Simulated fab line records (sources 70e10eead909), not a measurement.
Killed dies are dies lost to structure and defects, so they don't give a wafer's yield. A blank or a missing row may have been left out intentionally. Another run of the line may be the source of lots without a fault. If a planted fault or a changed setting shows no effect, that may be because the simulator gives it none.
fab line records	flow nand-harc	part 1 of 2: steps 1 to 25 of 36
[record] lots = 5	wafers = 15	last-day = 22
route steps=1159 shown P_M2@319 P_BONDPAD@351
lots with no fault: from the same line, run without faults
start-h: hours from the record's first day to the start of the lot's first wafer shown	wait-h: time in hours since the lot's previous step	" identical to the entry in the row above	L1.1+2: a single row standing in for several wafers	- no value, or no start was given	* or withheld: withheld	< > ~ a bound
route shown NAME@n: a module of which the file shows steps, and the number in the route of the first	usual: mean and standard deviation over wafers with no fault	same: alike in all rows	chamber/n: place in a boat	sites: each site's reading	_std_site: the standard deviation of these	_edge_site: outer sites' mean less inner sites'	radius-mm: how far each site lies from the wafer's centre	mask NAME#n: copy n	behind: the last tool/chamber to shape the wafer	hold: the reason the lot was held/the length of the hold in hours/how it ended	device: transistor that didn't switch, given as n, p or np	end of line: the tests these same wafers got at the end of their route	a step given without rows: its recipe and nothing more	killed: dies lost to structure and defects at the first sort, not the wafer's yield	map: the dies of a wafer, with x for killed, . for not killed, _ for no die there
set.NAME: the setting the step ran with; set.NAME@STEP: the setting that earlier step ran with	model.NAME: the simulator's own value behind a step, which no gauge read
lots at some steps of the route; a table a step, a row a wafer
services: from which hour (start-h, from the record's first day; less than 0 if before it) a tool's chamber was out of use, for how many hours, and why
[[steps]]
[step NHARC_P_M2_DEHYDRATE_01]
[recipe] temp-c = 150	time-s = 120
[same] time-s = 120
lot.wafer	tool	chamber	start-h	wait-h
L081.1+2+3	litho-track-01	0	160.82	-
L082.1+2+5	litho-track-01	0	177.29	-
L086.2+4+6	litho-track-04	0	208.27	-
L089.1+2+6	litho-track-01	0	221.57	-
L088.2+4+5	litho-track-04	0	221.80	-
[step NHARC_P_M2_HMDS_02]
[recipe] time-s = 30
[same] time-s = 30
lot.wafer	tool	chamber	start-h	wait-h
L081.1+2+3	litho-track-01	0	-	-
L082.1+2+5	litho-track-01	0	-	-
L086.2+4+6	litho-track-04	0	-	-
L089.1+2+6	litho-track-01	0	-	-
L088.2+4+5	litho-track-04	0	-	-
[step NHARC_P_M2_COAT_34]
[recipe] temp-c = 200	time-s = 65
[same] time-s = 65
lot.wafer	tool	chamber	start-h	wait-h
L081.1+2+3	litho-track-01	0	-	-
L082.1+2+5	litho-track-01	0	-	-
L086.2+4+6	litho-track-04	0	-	-
L089.1+2+6	litho-track-01	0	-	-
L088.2+4+5	litho-track-04	0	-	-
[step NHARC_P_M2_COAT_03]
[recipe] spin-rpm = 1500	resist-thk-nm = 90
lot.wafer	tool	chamber	start-h	wait-h
L081.1+2+3	litho-track-01	0	-	-
L082.1+2+5	litho-track-01	0	-	-
L086.2+4+6	litho-track-04	0	-	-
L089.1+2+6	litho-track-01	0	-	-
L088.2+4+5	litho-track-04	0	-	-
[step NHARC_P_M2_SOFTBAKE_04]
[recipe] temp-c = 105	time-s = 55
[same] time-s = 55
lot.wafer	tool	chamber	start-h	wait-h
L081.1+2+3	litho-track-01	0	-	-
L082.1+2+5	litho-track-01	0	-	-
L086.2+4+6	litho-track-04	0	-	-
L089.1+2+6	litho-track-01	0	-	-
L088.2+4+5	litho-track-04	0	-	-
[step NHARC_P_M2_EBR_05]
lot.wafer	tool	chamber	start-h	wait-h
L081.1+2+3	litho-track-01	0	-	-
L082.1+2+5	litho-track-01	0	-	-
L086.2+4+6	litho-track-04	0	-	-
L089.1+2+6	litho-track-01	0	-	-
L088.2+4+5	litho-track-04	0	-	-
[step NHARC_P_M2_EXPOSE_06]
[recipe] na = 1.35	target-cd-nm = 170	dose-mj = 80.78	mask-id = P_M2
lot.wafer	tool	chamber	start-h	wait-h	mask
L081.1+2+3	arfi-scanner-02	0	161.10	-	P_M2#0
L082.1+2+5	arfi-scanner-02	0	177.58	-	P_M2#0
L086.2+4+6	arfi-scanner-02	0	208.44	-	P_M2#0
L089.1+2+6	arfi-scanner-03	0	221.73	-	P_M2#0
L088.2+4+5	arfi-scanner-01	0	222.10	-	P_M2#0
[step NHARC_P_M2_PEB_07]
[recipe] peb-temp-c = 100	peb-time-s = 65
lot.wafer	tool	chamber	start-h	wait-h
L081.1+2+3	litho-track-04	0	161.17	0.1
L082.1+2+5	litho-track-06	0	177.64	0.1
L086.2+4+6	litho-track-06	0	208.50	0.1
L089.1+2+6	litho-track-06	0	221.79	0.1
L088.2+4+5	litho-track-06	0	222.16	0.1
[step NHARC_P_M2_DEVELOP_08]
[recipe] develop-time-s = 35	dev-temp-c = 23
[same] develop-time-s = 35
lot.wafer	tool	chamber	start-h	wait-h
L081.1+2+3	litho-track-04	0	-	-
L082.1+2+5	litho-track-06	0	-	-
L086.2+4+6	litho-track-06	0	-	-
L089.1+2+6	litho-track-06	0	-	-
L088.2+4+5	litho-track-06	0	-	-
[step NHARC_P_M2_CD_MEAS_09]
[recipe] target-cd-nm = 170	landing-energy-ev = 500
[usual] cd-nm = 170.1/0.5
lot.wafer	tool	chamber	start-h	wait-h	cd-nm
L081.1	cd-sem-03	0	161.25	-	170.5
L081.2	"	0	"	"	169.6
L081.3	"	0	"	"	169.9
L082.1	cd-sem-03	0	177.72	-	169.8
L082.2	"	0	"	"	169.4
L082.5	"	0	"	"	170.1
L086.2	cd-sem-02	0	208.58	-	170.3
L086.4	"	0	"	"	170.6
L086.6	"	0	"	"	169.8
L089.1	cd-sem-01	0	221.87	-	171.5
L089.2	"	0	"	"	170.3
L089.6	"	0	"	"	171.0
L088.2	cd-sem-02	0	222.24	-	170.1
L088.4	"	0	"	"	170.5
L088.5	"	0	"	"	170.7
[step NHARC_P_M2_OVL_MEAS_10]
[recipe] pitch-nm = 340
[usual] overlay-x-nm = 0.1/0.72	overlay-y-nm = -0.2/1
lot.wafer	tool	chamber	start-h	wait-h	overlay-x-nm	overlay-y-nm
L081.1	overlay-02	-	161.33	-	1.3	-1.2
L081.2	"	-	"	"	1.7	-1.0
L081.3	"	-	"	"	2.4	-1.3
L082.1	overlay-02	-	177.81	-	-0.5	-0.5
L082.2	"	-	"	"	-0.8	-1.0
L082.5	"	-	"	"	-0.6	-0.5
L086.2	overlay-02	-	208.66	-	-0.6	-0.9
L086.4	"	-	"	"	-0.5	-0.8
L086.6	"	-	"	"	-0.9	-0.8
L089.1	overlay-02	-	221.96	-	0.0	-0.8
L089.2	"	-	"	"	0.0	-0.3
L089.6	"	-	"	"	0.0	-0.5
L088.2	overlay-01	-	222.32	-	-0.4	0.0
L088.4	"	-	"	"	-0.4	0.2
L088.5	"	-	"	"	-0.8	0.0
[step NHARC_P_M2_INSPECT_11]
[usual] raw-defect-count = 4.3/2.3
lot.wafer	tool	chamber	start-h	wait-h	raw-defect-count
L081.1	defect-inspect-02	-	161.38	0.0	7
L081.2	"	-	"	"	3
L081.3	"	-	"	"	5
L082.1	defect-inspect-02	-	177.85	0.0	2
L082.2	"	-	"	"	6
L082.5	"	-	"	"	1
L086.2	defect-inspect-01	-	208.70	0.0	5
L086.4	"	-	"	"	4
L086.6	"	-	"	"	11
L089.1	defect-inspect-02	-	222.00	0.0	1
L089.2	"	-	"	"	6
L089.6	"	-	"	"	8
L088.2	defect-inspect-02	-	222.36	0.0	3
L088.4	"	-	"	"	4
L088.5	"	-	"	"	4
[step NHARC_P_M2_DESCUM_14]
[recipe] time-s = 3	o2-flow-sccm = 200	ar-flow-sccm = 0	bias-power-w = 0	chemistry = O2
[usual] drypump-motor-current-A = 6.0/0.45	mfc-ar-sccm = 0.006/0.011	oes-product-au = 0.997/0.007	rf-vpp-V = 58.1/0.93	showerhead-plenum-p-Torr = 1.98/0.069	throttle-valve-pct = 11.312/0.0089
[same] bias-power-w = 0	time-s = 3
lot.wafer	tool	chamber	start-h	wait-h	drypump-motor-current-A	mfc-ar-sccm	oes-product-au	rf-hours-counter-h	rf-vpp-V	showerhead-plenum-p-Torr	throttle-valve-pct
L081.2	rie-diel-06	1	161.44	0.1	6.6	0	0.995	3	56.1	2.02	11.311
L081.1	"	2	"	"	6.0	0	0.993	3	59.5	1.93	11.312
L081.3	"	2	"	"	6.0	0	0.996	-	58.2	1.93	11.309
L082.2	rie-diel-11	0	177.92	0.1	5.1	0.034	0.999	52	56.2	1.79	11.319
L082.1	"	2	"	"	4.8	0	1.002	58	56.7	2.02	11.296
L082.5	"	3	"	"	5.9	0	1.001	-	57.9	2.06	11.312
L086.2	rie-diel-06	3	208.77	0.1	5.8	0	1.001	4	60.6	2.00	11.309
L086.4	"	1	"	"	6.5	0	1.000	-	58.7	2.02	11.328
L086.6	"	3	"	"	5.8	0	1.001	-	58.0	2.00	11.300
L089.1	rie-diel-02	0	222.07	0.1	6.3	0	1.002	16	59.7	2.03	11.296
L089.2	"	2	"	"	5.5	0	1.001	15	57.1	1.79	11.316
L089.6	"	0	"	"	6.3	0	1.012	-	57.4	2.03	11.311
L088.4	rie-diel-11	0	222.45	0.1	5.0	0.034	1.010	13	55.5	1.79	11.315
L088.2	"	1	"	"	6.4	0	1.001	13	58.1	1.82	11.295
L088.5	"	3	"	"	5.9	0	1.001	-	58.0	2.05	11.313
[step NHARC_P_M2_ETCH_35]
[recipe] target-depth-a = 400	overetch-a = 120	time-s = 43.94	ion-energy-ev = 200	n2-flow-sccm = 150	h2-flow-sccm = 150	ar-flow-sccm = 0	rf-w = 400	bias-w = 150	chemistry = N2/H2
[usual] drypump-motor-current-A = 5.9/0.46	mfc-ar-sccm = 0.005/0.0098	oes-product-au = 0.999/0.0073	rf-fwd-power-W = 395.2/1.5	rf-vpp-V = 432.4/2.3	showerhead-plenum-p-Torr = 2.11/0.079	throttle-valve-pct = 14.171/0.0094
[same] time-s = 43.94
lot.wafer	tool	chamber	start-h	wait-h	drypump-motor-current-A	mfc-ar-sccm	oes-product-au	rf-fwd-power-W	rf-hours-counter-h	rf-vpp-V	showerhead-plenum-p-Torr	throttle-valve-pct
L081.2	rie-diel-06	1	161.58	0.1	6.6	0	0.994	395.7	3	434.5	2.16	14.178
L081.1	"	2	"	"	6.0	0	1.000	395.7	3	429.2	2.06	14.168
L081.3	"	2	"	"	6.0	0	0.996	395.6	-	431.5	2.06	14.163
L082.1	rie-diel-11	3	178.01	0.1	5.9	0	1.006	394.6	61	433.1	2.20	14.170
L082.2	"	0	"	"	5.1	0.034	1.001	394.1	52	425.1	1.91	14.169
L082.5	"	1	"	"	6.3	0	1.019	394.1	-	428.1	1.95	14.182
L086.2	rie-diel-06	3	208.87	0.1	5.8	0	1.003	393.9	4	432.6	2.14	14.197
L086.4	"	1	"	"	6.6	0	1.005	395.5	-	433.7	2.16	14.170
L086.6	"	3	"	"	5.8	0	0.995	395.7	-	433.2	2.14	14.183
L089.1	rie-diel-02	0	222.14	0.1	6.3	0	1.012	398.8	16	433.9	2.17	14.178
L089.2	"	3	"	"	5.8	0.034	0.998	395.1	16	434.1	2.14	14.179
L089.6	"	0	"	"	6.3	0	1.000	396.0	-	435.0	2.17	14.173
L088.2	rie-diel-11	1	222.58	0.1	6.4	0	1.006	392.9	13	429.4	1.94	14.169
L088.4	"	2	"	"	4.8	0	1.001	396.1	12	433.0	2.15	14.159
L088.5	"	0	"	"	5.1	0.034	1.007	394.3	-	428.0	1.90	14.173
[step NHARC_P_M2_ETCH_15]
[recipe] target-depth-a = 1825	time-s = 91.2	c4f8-flow-sccm = withheld	ar-flow-sccm = 400	rf-w = 600	bias-w = 300	chemistry = C4F8/Ar
[usual] oes-product-au = 0.947/0.019	rf-fwd-power-W = 595.8/1.9	rf-vpp-V = 442.7/2.3
[same] time-s = 91.2
lot.wafer	tool	chamber	start-h	wait-h	oes-product-au	rf-fwd-power-W	rf-hours-counter-h	rf-vpp-V
L081.1	rie-diel-06	1	161.70	0.1	0.956	597.5	3	443.4
L081.2	"	2	"	"	0.950	597.1	3	440.8
L081.3	"	2	"	"	0.949	593.1	-	441.4
L082.1	rie-diel-11	1	-	-	0.929	594.6	56	439.0
L082.2	"	3	"	"	0.918	595.7	61	445.6
L082.5	"	1	"	"	0.925	593.2	-	438.9
L086.2	rie-diel-06	3	-	-	0.956	596.9	4	445.1
L086.6	"	0	"	"	0.960	597.5	-	443.4
L086.4	"	3	"	"	0.961	597.5	-	441.4
L089.2	rie-diel-02	2	-	-	0.930	597.2	15	437.0
L089.1	"	0	"	"	0.922	595.9	16	445.3
L089.6	"	2	"	"	0.934	597.0	-	436.4
L088.4	rie-diel-11	0	-	-	0.954	595.3	14	436.6
L088.2	"	2	"	"	0.972	594.4	12	442.6
L088.5	"	1	"	"	0.957	591.2	-	437.4
[step NHARC_P_M2_CD_MEAS_16]
[usual] cd-nm = 170.0/0.59
lot.wafer	tool	chamber	start-h	wait-h	cd-nm
L081.1	cd-sem-03	-	161.88	0.2	170.5
L081.2	"	-	"	"	169.9
L081.3	"	-	"	"	170.1
L082.1	cd-sem-03	-	178.21	-	169.5
L082.2	"	-	"	"	169.0
L082.5	"	-	"	"	170.1
L086.2	cd-sem-02	-	209.11	-	169.8
L086.4	"	-	"	"	170.3
L086.6	"	-	"	"	169.5
L089.1	cd-sem-02	-	222.37	-	170.5
L089.2	"	-	"	"	170.5
L089.6	"	-	"	"	169.8
L088.2	cd-sem-03	-	222.81	-	169.3
L088.4	"	-	"	"	170.7
L088.5	"	-	"	"	170.4
[step NHARC_P_M2_STRIP_18]
[recipe] power-w = 1000	n2-flow-sccm = 150	h2-flow-sccm = 150	ar-flow-sccm = 0	bias-w = 0	chemistry = N2/H2
[usual] drypump-motor-current-A = 6.0/0.45	mfc-ar-sccm = 0.005/0.0086	oes-product-au = 0.998/0.0077	rf-fwd-power-W = 997.0/2.9	rf-vpp-V = 91.2/0.86	showerhead-plenum-p-Torr = 2.12/0.064	throttle-valve-pct = 14.173/0.0091
lot.wafer	tool	chamber	start-h	wait-h	drypump-motor-current-A	mfc-ar-sccm	oes-product-au	rf-fwd-power-W	rf-hours-counter-h	rf-vpp-V	showerhead-plenum-p-Torr	throttle-valve-pct
L081.2	rie-diel-06	1	161.96	0.1	6.6	0	0.991	992.5	3	92.0	2.16	14.170
L081.1	"	2	"	"	6.0	0	1.006	996.4	3	91.8	2.06	14.165
L081.3	"	1	"	"	6.5	0	1.004	1000.0	-	91.3	2.16	14.172
L082.1	rie-diel-11	2	178.29	0.1	4.8	0	1.003	998.8	58	90.8	2.16	14.174
L082.2	"	0	"	"	5.0	0.034	0.999	996.6	52	90.7	1.91	14.162
L082.5	"	2	"	"	4.8	0	1.002	1002.7	-	91.1	2.16	14.160
L086.2	rie-diel-06	1	209.24	0.1	6.6	0	0.986	995.0	5	91.9	2.16	14.174
L086.4	"	0	"	"	5.8	0.012	0.995	999.8	-	90.7	2.16	14.194
L086.6	"	1	"	"	6.6	0	0.992	996.0	-	91.3	2.16	14.171
L089.1	rie-diel-02	0	222.49	0.1	6.3	0	1.006	999.0	16	91.6	2.17	14.168
L089.2	"	1	"	"	5.0	0	1.000	1003.3	15	92.6	2.09	14.165
L089.6	"	3	"	"	5.8	0.034	0.988	995.2	-	90.7	2.14	14.170
L088.2	rie-diel-06	0	222.90	0.1	5.8	0.012	1.003	994.4	5	90.2	2.16	14.171
L088.4	"	2	"	"	6.1	0	1.001	1004.2	5	90.1	2.06	14.182
L088.5	"	3	"	"	5.9	0	1.001	995.6	-	90.3	2.14	14.162
[step NHARC_P_M2_ETCH_28]
[recipe] target-depth-a = 300	over-etch-frac = 0.3	time-s = 72.99	ion-energy-ev = 150	cf4-flow-sccm = 50	n2-flow-sccm = 100	ar-flow-sccm = 150	rf-w = 300	bias-w = 100	chemistry = CF4/N2
[usual] drypump-motor-current-A = 6.0/0.45	mfc-ar-sccm = 150.0/0.4	oes-product-au = 0.998/0.0073	rf-fwd-power-W = 297.4/1	rf-vpp-V = 315.6/1.7	showerhead-plenum-p-Torr = 2.71/0.091	throttle-valve-pct = 19.794/0.0092
[same] time-s = 72.99
lot.wafer	tool	chamber	start-h	wait-h	drypump-motor-current-A	mfc-ar-sccm	oes-product-au	rf-fwd-power-W	rf-hours-counter-h	rf-vpp-V	showerhead-plenum-p-Torr	throttle-valve-pct
L081.1	rie-diel-06	1	162.35	0.3	6.5	150.1	1.000	297.1	3	314.5	2.77	19.772
L081.2	"	2	"	"	6.0	150.9	0.998	297.5	3	314.6	2.65	19.795
L081.3	"	0	"	"	5.8	150.0	1.008	298.1	3	316.3	2.76	19.785
L082.2	rie-diel-11	3	-	-	5.9	150.8	0.998	299.2	61	317.6	2.81	19.788
L082.1	"	0	"	"	5.1	150.4	1.003	297.7	52	313.6	2.47	19.798
L082.5	"	3	"	"	5.9	150.4	1.004	299.1	-	316.8	2.81	19.799
L086.2	rie-diel-06	3	-	-	5.9	149.3	0.999	299.2	4	315.9	2.74	19.775
L086.6	"	0	"	"	5.8	150.2	1.000	298.6	-	316.1	2.76	19.793
L086.4	"	1	"	"	6.6	149.8	0.994	296.2	-	317.8	2.77	19.785
L089.2	rie-diel-02	1	-	-	4.9	150.2	1.003	297.8	15	315.9	2.69	19.807
L089.1	"	3	"	"	5.8	150.4	1.004	298.1	16	317.0	2.74	19.787
L089.6	"	1	"	"	4.9	150.2	1.011	296.6	-	314.7	2.69	19.793
L088.2	rie-diel-06	1	-	-	6.6	149.8	0.989	296.5	6	317.1	2.77	19.806
L088.4	"	2	"	"	6.0	150.6	0.988	298.5	5	316.9	2.65	19.789
L088.5	"	2	"	"	6.1	149.7	0.996	298.6	-	314.8	2.65	19.787
[step NHARC_P_M2_STRIP_19]
[recipe] time-s = 600	temp-c = 30	chemistry = post-etch-residue-remover
[same] time-s = 600
lot.wafer	tool	chamber	start-h	wait-h
L081.3+1+2	wet-bench-10	7,1,2	162.52	-
L082.2+5+1	wet-bench-10	2,4,7	178.65	-
L086.4+2+6	wet-bench-08	1,2,3	209.66	-
L089.2+1+6	wet-bench-08	5,0,1	222.84	-
L088.5+4+2	wet-bench-08	2,3,4	223.26	-
[step NHARC_P_M2_DEGAS_29]
[recipe] temp-c = 250	time-s = 60
[usual] heater-power-w = 343/43	susceptor-temp-C = 250.02/0.19
[same] time-s = 60
lot.wafer	tool	chamber	start-h	wait-h	heater-power-w	susceptor-temp-C
L081.3	pvd-sputter-03	-	162.79	-	438	249.95
L081.2	"	-	"	"	362	249.82
L081.1	"	-	"	"	337	250.27
L082.1	pvd-sputter-03	-	178.92	-	340	249.73
L082.2	"	-	"	"	355	250.49
L082.5	"	-	"	"	342	249.80
L086.2	pvd-sputter-02	-	209.91	-	284	250.20
L086.4	"	-	"	"	308	249.94
L086.6	"	-	"	"	318	249.93
L089.1	pvd-sputter-03	-	223.11	-	337	-
L089.2	"	-	"	"	358	-
L089.6	"	-	"	"	338	-
L088.4	pvd-sputter-03	-	223.52	-	360	249.71
L088.2	"	-	"	"	438	250.19
L088.5	"	-	"	"	366	249.66
[step NHARC_P_M2_PRE_CLEAN_30]
[recipe] time-s = 30	temp-c = 280	gas = H2/He
[usual] heater-power-w = 421/53	susceptor-temp-C = 280.01/0.17
[same] time-s = 30
lot.wafer	tool	chamber	start-h	wait-h	heater-power-w	susceptor-temp-C
L081.2	pvd-sputter-03	-	-	-	412	279.82
L081.3	"	-	"	"	525	279.99
L081.1	"	-	"	"	441	279.88
L082.1	pvd-sputter-03	-	-	-	540	280.15
L082.2	"	-	"	"	442	279.90
L082.5	"	-	"	"	420	280.06
L086.2	pvd-sputter-02	-	-	-	426	280.12
L086.4	"	-	"	"	390	280.19
L086.6	"	-	"	"	385	280.22
L089.2	pvd-sputter-03	-	-	-	439	280.00
L089.1	"	-	"	"	415	279.96
L089.6	"	-	"	"	428	280.28
L088.2	pvd-sputter-03	-	-	-	451	279.95
L088.4	"	-	"	"	419	280.23
L088.5	"	-	"	"	440	279.97
[step NHARC_P_M2_PVD_20]
[recipe] target-thk-a = 50	bias-v = 168.6	power-w = 15000	chamber-pressure-pa = 0.12	time-s = 8.06	substrate-temp-c = 50	material = TaN
[usual] bias-v = 168.5/1.6	throttle-valve-pct = 30.4/1
[same] time-s = 8.06
lot.wafer	tool	chamber	start-h	wait-h	bias-v	throttle-valve-pct
L081.2	pvd-sputter-03	-	-	-	168.6	31.3
L081.3	"	-	"	"	170.7	30.3
L081.1	"	-	"	"	169.8	30.8
L082.2	pvd-sputter-03	-	-	-	167.7	30.5
L082.1	"	-	"	"	170.5	31.7
L082.5	"	-	"	"	168.9	30.2
L086.2	pvd-sputter-02	-	-	-	168.2	28.5
L086.4	"	-	"	"	168.4	30.8
L086.6	"	-	"	"	173.0	30.5
L089.1	pvd-sputter-03	-	-	-	167.0	30.6
L089.2	"	-	"	"	168.6	30.4
L089.6	"	-	"	"	169.2	30.2
L088.4	pvd-sputter-03	-	-	-	165.0	30.0
L088.2	"	-	"	"	169.6	30.5
L088.5	"	-	"	"	168.2	30.4
[step NHARC_P_M2_PVD_21]
[recipe] target-thk-a = 300	chamber-pressure-pa = 5	power-w = 5000	substrate-temp-c = 30	time-s = 20.49	material = Cu
[usual] throttle-valve-pct = 30.4/1
[same] time-s = 20.49
lot.wafer	tool	chamber	start-h	wait-h	throttle-valve-pct
L081.3	pvd-sputter-03	-	-	-	31.4
L081.1	"	-	"	"	30.4
L081.2	"	-	"	"	30.3
L082.1	pvd-sputter-03	-	-	-	31.5
L082.2	"	-	"	"	30.1
L082.5	"	-	"	"	30.2
L086.2	pvd-sputter-02	-	-	-	30.3
L086.4	"	-	"	"	28.2
L086.6	"	-	"	"	30.3
L089.2	pvd-sputter-03	-	-	-	31.6
L089.1	"	-	"	"	30.1
L089.6	"	-	"	"	31.7
L088.4	pvd-sputter-03	-	-	-	30.6
L088.2	"	-	"	"	31.8
L088.5	"	-	"	"	30.5
[step NHARC_P_M2_ECD_22]
[recipe] target-thk-a = 4000	bath-temp-c = 25	material = Cu
lot.wafer	tool	chamber	start-h	wait-h
L081.1+2+3	ecd-cu-02	1,0,1	163.15	-
L082.2+1+5	ecd-cu-01	0,1,0	179.29	-
L086.2+4+6	ecd-cu-01	0,1,1	210.33	-
L089.2+1+6	ecd-cu-02	0,1,1	223.46	-
L088.2+4+5	ecd-cu-01	0,1,0	223.94	-
[step NHARC_P_M2_ANNEAL_31]
[recipe] temp-c = 225	time-s = 90
[usual] wafer_temp_C_max = 226.3/0.41
[same] time-s = 90
lot.wafer	tool	chamber	start-h	wait-h	wafer_temp_C_max
L081.1	rtp-anneal-01	0	163.53	-	225.9
L081.2	"	0	"	"	226.0
L081.3	"	0	"	"	225.7
L082.1	rtp-anneal-01	0	179.67	-	226.1
L082.2	"	0	"	"	226.1
L082.5	"	0	"	"	226.1
L086.2	rtp-anneal-02	0	210.74	-	226.1
L086.4	"	0	"	"	227.1
L086.6	"	0	"	"	226.8
L089.1	rtp-anneal-02	0	223.87	0.3	226.8
L089.2	"	0	"	"	226.8
L089.6	"	0	"	"	226.3
L088.2	rtp-anneal-01	0	224.32	0.3	225.7
L088.4	"	0	"	"	226.0
L088.5	"	0	"	"	225.9
